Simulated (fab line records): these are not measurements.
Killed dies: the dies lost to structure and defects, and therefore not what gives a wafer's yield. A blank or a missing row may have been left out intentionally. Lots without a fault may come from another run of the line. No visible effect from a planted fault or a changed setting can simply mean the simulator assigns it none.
Which tool was responsible? :: flow n5 finfet :: 27 wafers from 9 lots sampled at 6 of the route's 1938 steps

## WHAT EACH GAUGE READ, for each wafer
N5_DUMMY_GATE_CD_MEAS_15: the cd target is 25.8 nm. Usual: cd nm reads 24.98 nm (standard deviation 0.23).
lot: L521
measured: day 3 03:34
on: cd sem-03
cd nm (nm): 25.04 25.05 25.19
flag: 

lot: L526
measured: day 4 13:12
on: cd sem-02
cd nm (nm): 24.74 24.95 25.06
flag: 

lot: L528
measured: day 4 22:58
on: cd sem-03
cd nm (nm): 25.24 25.02 25.16
flag: 

lot: L529
measured: day 5 06:03
on: cd sem-01
cd nm (nm): 25.01 24.68 24.86
flag: 

lot: L532
measured: day 6 00:59
on: cd sem-02
cd nm (nm): 25.15 25.72 25.26
flag: 

lot: L534
measured: day 6 14:07
on: cd sem-01
cd nm (nm): 25.75 26.01 25.46
flag: OFF

lot: L539
measured: day 7 20:07
on: cd sem-02
cd nm (nm): 25.98 25.41 25.72
flag: OFF

lot: L540
measured: day 8 01:03
on: cd sem-01
cd nm (nm): 25.01 24.75 24.66
flag: 

lot: L542
measured: day 8 11:41
on: cd sem-03
cd nm (nm): 24.71 25.28 24.83
flag: 

N5_DUMMY_GATE_INSPECT_17: inspects for defects (brightfield). Usual: raw defect count reads 192 (standard deviation 49).
lot: L521
measured: day 3 03:40
on: defect inspect-01
raw defect count: 133 171 189
flag: 

lot: L526
measured: day 4 13:18
on: defect inspect-01
raw defect count: 227 189 161
flag: 

lot: L528
measured: day 4 23:04
on: defect inspect-02
raw defect count: 139 160 132
flag: 

lot: L529
measured: day 5 06:08
on: defect inspect-01
raw defect count: 198 205 186
flag: 

lot: L532
measured: day 6 01:06
on: defect inspect-02
raw defect count: 175 173 181
flag: 

lot: L534
measured: day 6 14:13
on: defect inspect-02
raw defect count: 232 219 242
flag: 

lot: L539
measured: day 7 20:13
on: defect inspect-02
raw defect count: 204 169 154
flag: 

lot: L540
measured: day 8 01:09
on: defect inspect-01
raw defect count: 148 151 147
flag: 

lot: L542
measured: day 8 11:47
on: defect inspect-01
raw defect count: 185 198 156
flag: 

N5_BEOL_M4_RC_MEAS_101. Usual: DIBL_N 36.2 mV/V, standard deviation 1.6; DIBL_P 36.1 mV/V, standard deviation 2; IOFF_N 0.16 nA/um, standard deviation 0.032; IOFF_P 0.22 nA/um, standard deviation 0.036; ION_N 672 uA/um, standard deviation 11; ION_P 463 uA/um, standard deviation 7.5; SS_N 71.4 mV/dec, standard deviation 0.58; SS_P 73.2 mV/dec, standard deviation 0.67; VT_N 250 mV, standard deviation 3.3; VT_P -250 mV, standard deviation 3.3.
lot: L521
measured: day 8 07:29
on: prober-01
DIBL_N (mV/V): 35.8 33.8 35.6
DIBL_P (mV/V): 35.9 32.6 34.7
IOFF_N (nA/um): 0.15 0.11 0.15
IOFF_P (nA/um): 0.24 0.19 0.22
ION_N (uA/um): 678 659 672
ION_P (uA/um): 477 464 470
SS_N (mV/dec): 71.1 70.3 71.3
SS_P (mV/dec): 73.3 72.6 72.8
VT_N (mV): 249 253 248
VT_P (mV): -246 -251 -247
flag: 

lot: L526
measured: day 10 01:50
on: prober-02
DIBL_N (mV/V): 36.2 35.3 37.4
DIBL_P (mV/V): 36.8 34.3 39.0
IOFF_N (nA/um): 0.15 0.12 0.18
IOFF_P (nA/um): 0.20 0.17 0.23
ION_N (uA/um): 654 665 671
ION_P (uA/um): 455 461 458
SS_N (mV/dec): 72.1 71.8 71.7
SS_P (mV/dec): 73.0 72.3 74.2
VT_N (mV): 252 255 248
VT_P (mV): -251 -253 -250
flag: 

lot: L528
measured: day 10 04:14
on: prober-01
DIBL_N (mV/V): 37.7 35.6 35.2
DIBL_P (mV/V): 38.2 36.0 35.4
IOFF_N (nA/um): 0.22 0.17 0.16
IOFF_P (nA/um): 0.30 0.24 0.24
ION_N (uA/um): 675 685 667
ION_P (uA/um): 464 471 466
SS_N (mV/dec): 71.6 71.0 70.4
SS_P (mV/dec): 74.1 73.0 73.9
VT_N (mV): 245 245 250
VT_P (mV): -245 -248 -245
flag: 

lot: L529
measured: day 10 08:41
on: prober-02
DIBL_N (mV/V): 37.7 37.3 37.0
DIBL_P (mV/V): 37.1 38.2 38.0
IOFF_N (nA/um): 0.17 0.16 0.16
IOFF_P (nA/um): 0.24 0.26 0.24
ION_N (uA/um): 675 678 682
ION_P (uA/um): 471 471 466
SS_N (mV/dec): 71.8 71.5 71.5
SS_P (mV/dec): 73.0 74.0 72.8
VT_N (mV): 247 248 249
VT_P (mV): -246 -245 -246
flag: 

lot: L532
measured: day 11 06:59
on: prober-02
DIBL_N (mV/V): 33.7 35.4 36.2
DIBL_P (mV/V): 33.0 35.0 35.8
IOFF_N (nA/um): 0.12 0.15 0.18
IOFF_P (nA/um): 0.19 0.23 0.23
ION_N (uA/um): 657 681 686
ION_P (uA/um): 461 468 474
SS_N (mV/dec): 70.5 71.2 71.4
SS_P (mV/dec): 72.0 72.8 73.0
VT_N (mV): 252 250 247
VT_P (mV): -246 -245 -244
flag: 

lot: L534
measured: day 12 14:43
on: prober-01
DIBL_N (mV/V): 31.2 32.2 32.0
DIBL_P (mV/V): 31.4 32.8 32.2
IOFF_N (nA/um): 0.10 0.11 0.10
IOFF_P (nA/um): 0.12 0.14 0.13
ION_N (uA/um): 659 658 646
ION_P (uA/um): 451 455 440
SS_N (mV/dec): 70.3 70.0 70.1
SS_P (mV/dec): 71.5 71.6 72.2
VT_N (mV): 254 255 257
VT_P (mV): -258 -258 -258
flag: 

lot: L539
measured: day 14 05:20
on: prober-02
DIBL_N (mV/V): 33.4 32.9 33.9
DIBL_P (mV/V): 31.7 31.3 32.8
IOFF_N (nA/um): 0.12 0.12 0.13
IOFF_P (nA/um): 0.15 0.14 0.16
ION_N (uA/um): 667 657 671
ION_P (uA/um): 455 446 452
SS_N (mV/dec): 70.7 71.3 71.3
SS_P (mV/dec): 72.7 72.6 72.3
VT_N (mV): 252 254 251
VT_P (mV): -257 -253 -253
flag: 

lot: L540
measured: day 13 17:14
on: prober-02
DIBL_N (mV/V): 40.5 37.6 38.3
DIBL_P (mV/V): 38.1 34.2 34.9
IOFF_N (nA/um): 0.21 0.15 0.16
IOFF_P (nA/um): 0.27 0.20 0.20
ION_N (uA/um): 666 660 653
ION_P (uA/um): 462 462 457
SS_N (mV/dec): 71.8 71.4 71.7
SS_P (mV/dec): 73.7 72.6 72.8
VT_N (mV): 246 250 251
VT_P (mV): -247 -250 -250
flag: 

lot: L542
measured: day 14 11:01
on: prober-02
DIBL_N (mV/V): 33.9 35.4 34.7
DIBL_P (mV/V): 34.4 37.0 36.1
IOFF_N (nA/um): 0.12 0.14 0.13
IOFF_P (nA/um): 0.17 0.20 0.19
ION_N (uA/um): 661 679 669
ION_P (uA/um): 464 466 466
SS_N (mV/dec): 70.6 70.3 70.5
SS_P (mV/dec): 71.7 72.9 72.2
VT_N (mV): 254 253 254
VT_P (mV): -253 -249 -252
flag: 

## WHICH TOOL RAN EACH LOT (tool, then ch and the chambers of the sampled wafers, then the start)
lot: L521
N5_STI_FIN_REVEAL_ETCH_34: rie si-02 ch 1,2, day 2 18:15
N5_DUMMY_GATE_EXPOSE_12: euv scanner-01 ch 0, day 3 03:26
N5_DUMMY_GATE_ETCH_29: rie diel-03 ch 2,3, day 3 03:45

lot: L526
N5_STI_FIN_REVEAL_ETCH_34: rie si-03 ch 1,2,3, day 4 01:31
N5_DUMMY_GATE_EXPOSE_12: euv scanner-01 ch 0, day 4 13:05
N5_DUMMY_GATE_ETCH_29: rie diel-05 ch 0,2,3, day 4 13:24

lot: L528
N5_STI_FIN_REVEAL_ETCH_34: rie si-03 ch 1,2,3, day 4 12:39
N5_DUMMY_GATE_EXPOSE_12: euv scanner-02 ch 0, day 4 22:50
N5_DUMMY_GATE_ETCH_29: rie diel-04 ch 2,3, day 4 23:10

lot: L529
N5_STI_FIN_REVEAL_ETCH_34: rie si-02 ch 2,3, day 4 18:44
N5_DUMMY_GATE_EXPOSE_12: euv scanner-01 ch 0, day 5 05:56
N5_DUMMY_GATE_ETCH_29: rie diel-05 ch 0,1, day 5 06:14

lot: L532
N5_STI_FIN_REVEAL_ETCH_34: rie si-02 ch 0,2,3, day 5 13:55
N5_DUMMY_GATE_EXPOSE_12: euv scanner-01 ch 0, day 6 00:52
N5_DUMMY_GATE_ETCH_29: rie diel-03 ch 0,1,2, day 6 02:10

lot: L534
N5_STI_FIN_REVEAL_ETCH_34: rie si-06 ch 0,1,2, day 6 04:58
N5_DUMMY_GATE_EXPOSE_12: euv scanner-01 ch 0, day 6 14:00
N5_DUMMY_GATE_ETCH_29: rie diel-03 ch 1,2,3, day 6 14:19

lot: L539
N5_STI_FIN_REVEAL_ETCH_34: rie si-03 ch 1,2,3, day 7 07:00
N5_DUMMY_GATE_EXPOSE_12: euv scanner-01 ch 0, day 7 20:00
N5_DUMMY_GATE_ETCH_29: rie diel-05 ch 0,1,3, day 7 20:19

lot: L540
N5_STI_FIN_REVEAL_ETCH_34: rie si-03 ch 1,3, day 7 15:38
N5_DUMMY_GATE_EXPOSE_12: euv scanner-02 ch 0, day 8 00:56
N5_DUMMY_GATE_ETCH_29: rie diel-03 ch 0,2,3, day 8 01:15

lot: L542
N5_STI_FIN_REVEAL_ETCH_34: rie si-02 ch 1,2, day 8 02:10
N5_DUMMY_GATE_EXPOSE_12: euv scanner-02 ch 0, day 8 11:34
N5_DUMMY_GATE_ETCH_29: rie diel-03 ch 0,2, day 8 11:53
- N5_STI_FIN_REVEAL_ETCH_34: etches Si in H2, material Si, target depth 0.97 nm.
- N5_DUMMY_GATE_EXPOSE_12: exposes mask GATE, target cd 25 nm.
- N5_DUMMY_GATE_ETCH_29: etches underlayer in N2/H2, target depth 13 nm.

## WHAT THE TOOLS THEMSELVES READ (means of the sampled wafers that have a number; where no wafer has one, the mark that the record gives instead)
N5_STI_FIN_REVEAL_ETCH_34. Usual: drypump motor current A 5.6 A, standard deviation 0.44; he flow sccm 142.5 sccm, standard deviation 0.43; oes product au 0.994 a.u., standard deviation 0.023; throttle valve pct 25.8 %, standard deviation 0.51.
lot: L521
tool: rie si-02
drypump motor current A (A): 5.3
he flow sccm (sccm): 142.5
oes product au (a.u.): 0.987
throttle valve pct (%): 25.6
flag: 

lot: L526
tool: rie si-03
drypump motor current A (A): 5.8
he flow sccm (sccm): 142.5
oes product au (a.u.): 0.987
throttle valve pct (%): 25.8
flag: 

lot: L528
tool: rie si-03
drypump motor current A (A): 5.8
he flow sccm (sccm): 143.0
oes product au (a.u.): 0.978
throttle valve pct (%): 25.8
flag: 

lot: L529
tool: rie si-02
drypump motor current A (A): 5.7
he flow sccm (sccm): 142.5
oes product au (a.u.): 1.022
throttle valve pct (%): 25.2
flag: 

lot: L532
tool: rie si-02
drypump motor current A (A): 5.6
he flow sccm (sccm): 142.5
oes product au (a.u.): 1.014
throttle valve pct (%): 25.5
flag: 

lot: L534
tool: rie si-06
drypump motor current A (A): 5.3
he flow sccm (sccm): 142.6
oes product au (a.u.): 0.991
throttle valve pct (%): 25.8
flag: 

lot: L539
tool: rie si-03
drypump motor current A (A): 5.8
he flow sccm (sccm): 142.4
oes product au (a.u.): 0.990
throttle valve pct (%): 25.8
flag: 

lot: L540
tool: rie si-03
drypump motor current A (A): 5.6
he flow sccm (sccm): 142.5
oes product au (a.u.): 0.967
throttle valve pct (%): 25.6
flag: 

lot: L542
tool: rie si-02
drypump motor current A (A): 5.3
he flow sccm (sccm): 143.2
oes product au (a.u.): 0.993
throttle valve pct (%): 25.6
flag: 

N5_DUMMY_GATE_EXPOSE_12. Usual: exposure dose mJ cm2 reads 33.99 (standard deviation 0.035).
lot: L521
tool: euv scanner-01
exposure dose mJ cm2: 34.03
flag: 

lot: L526
tool: euv scanner-01
exposure dose mJ cm2: 34.02
flag: 

lot: L528
tool: euv scanner-02
exposure dose mJ cm2: 33.93
flag: 

lot: L529
tool: euv scanner-01
exposure dose mJ cm2: 33.98
flag: 

lot: L532
tool: euv scanner-01
exposure dose mJ cm2: 34.06
flag: 

lot: L534
tool: euv scanner-01
exposure dose mJ cm2: 32.39
flag: OFF

lot: L539
tool: euv scanner-01
exposure dose mJ cm2: 32.74
flag: OFF

lot: L540
tool: euv scanner-02
exposure dose mJ cm2: 33.98
flag: 

lot: L542
tool: euv scanner-02
exposure dose mJ cm2: 33.98
flag: 

N5_DUMMY_GATE_ETCH_29. Usual: drypump motor current A 5.5 A, standard deviation 0.35; n2 flow sccm 199.9 sccm, standard deviation 0.64; oes product au 0.76 a.u., standard deviation 0.061; rf vpp V 524.4 V, standard deviation 2; showerhead plenum p Torr 2.56 Torr, standard deviation 0.061; throttle valve pct 17.92 %, standard deviation 0.14.
lot: L521
tool: rie diel-03
drypump motor current A (A): 5.3
n2 flow sccm (sccm): 200.2
oes product au (a.u.): 0.72
rf vpp V (V): 526.6
showerhead plenum p Torr (Torr): 2.63
throttle valve pct (%): 17.80
flag: 

lot: L526
tool: rie diel-05
drypump motor current A (A): 5.6
n2 flow sccm (sccm): 199.7
oes product au (a.u.): 0.76
rf vpp V (V): 525.5
showerhead plenum p Torr (Torr): 2.58
throttle valve pct (%): 17.89
flag: 

lot: L528
tool: rie diel-04
drypump motor current A (A): 5.5
n2 flow sccm (sccm): 200.0
oes product au (a.u.): 0.69
rf vpp V (V): 522.3
showerhead plenum p Torr (Torr): 2.47
throttle valve pct (%): 17.92
flag: 

lot: L529
tool: rie diel-05
drypump motor current A (A): 5.7
n2 flow sccm (sccm): 199.9
oes product au (a.u.): 0.73
rf vpp V (V): 526.2
showerhead plenum p Torr (Torr): 2.60
throttle valve pct (%): 17.93
flag: 

lot: L532
tool: rie diel-03
drypump motor current A (A): 5.2
n2 flow sccm (sccm): 199.8
oes product au (a.u.): 0.77
rf vpp V (V): 523.7
showerhead plenum p Torr (Torr): 2.54
throttle valve pct (%): 17.80
flag: 

lot: L534
tool: rie diel-03
drypump motor current A (A): 5.3
n2 flow sccm (sccm): 200.3
oes product au (a.u.): 0.74
rf vpp V (V): 525.6
showerhead plenum p Torr (Torr): 2.59
throttle valve pct (%): 17.88
flag: 

lot: L539
tool: rie diel-05
drypump motor current A (A): 5.7
n2 flow sccm (sccm): 199.5
oes product au (a.u.): 0.73
rf vpp V (V): 524.4
showerhead plenum p Torr (Torr): 2.57
throttle valve pct (%): 18.05
flag: 

lot: L540
tool: rie diel-03
drypump motor current A (A): 5.4
n2 flow sccm (sccm): 199.9
oes product au (a.u.): 0.76
rf vpp V (V): 524.6
showerhead plenum p Torr (Torr): 2.57
throttle valve pct (%): 17.90
flag: 

lot: L542
tool: rie diel-03
drypump motor current A (A): 5.3
n2 flow sccm (sccm): 199.5
oes product au (a.u.): 0.79
rf vpp V (V): 522.4
showerhead plenum p Torr (Torr): 2.52
throttle valve pct (%): 17.83
flag: 

## THE ANSWER, worked out from the rows above alone
Rule: a lot counts as off when the mean over its wafers that have a number is more than 3 standard deviations away from the usual mean. A lot without any number at a reading at which 4 lots or more have one is off too. The other lots that the step has rows for count as sound. After the gauges, taken in route order, come the tools' own readings; for these a lot's mean is taken, as printed above. At the first step where some lot is off, the reading lying furthest off is the one used; lots without a number count as furthest.
Off, at N5_DUMMY_GATE_CD_MEAS_15 on cd nm: L534, L539.
A tool fits if, at a process step before that reading, it ran every lot that is off, and no sound lot after the first of them. The gauges at N5_DUMMY_GATE_CD_MEAS_15 aren't tried: what is off there is off at N5_DUMMY_GATE_EXPOSE_12 too, on other tools, and a gauge's error can't cause that. One fits: N5_DUMMY_GATE_EXPOSE_12 on euv scanner-01. A fault onset in the window from L532 (day 6 00:52, its last sound lot) to L534 (day 6 14:00, its first lot off) fits.
The tool's own readings at N5_DUMMY_GATE_EXPOSE_12 bear it out: on the lots that are off they differ by more than 5 times the standard deviation of the sound lots' means. exposure dose mJ cm2 reads 32.56 there against 34.00 on the sound lots.

## WHAT THE SIMULATOR HAD INSERTED
Process parameter drift: euv scanner-01, from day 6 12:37 on, at N5_DUMMY_GATE_EXPOSE_12. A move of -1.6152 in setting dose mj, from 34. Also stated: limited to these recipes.
Struck lots among those shown: L534, L539. The rule above reached the same finding.
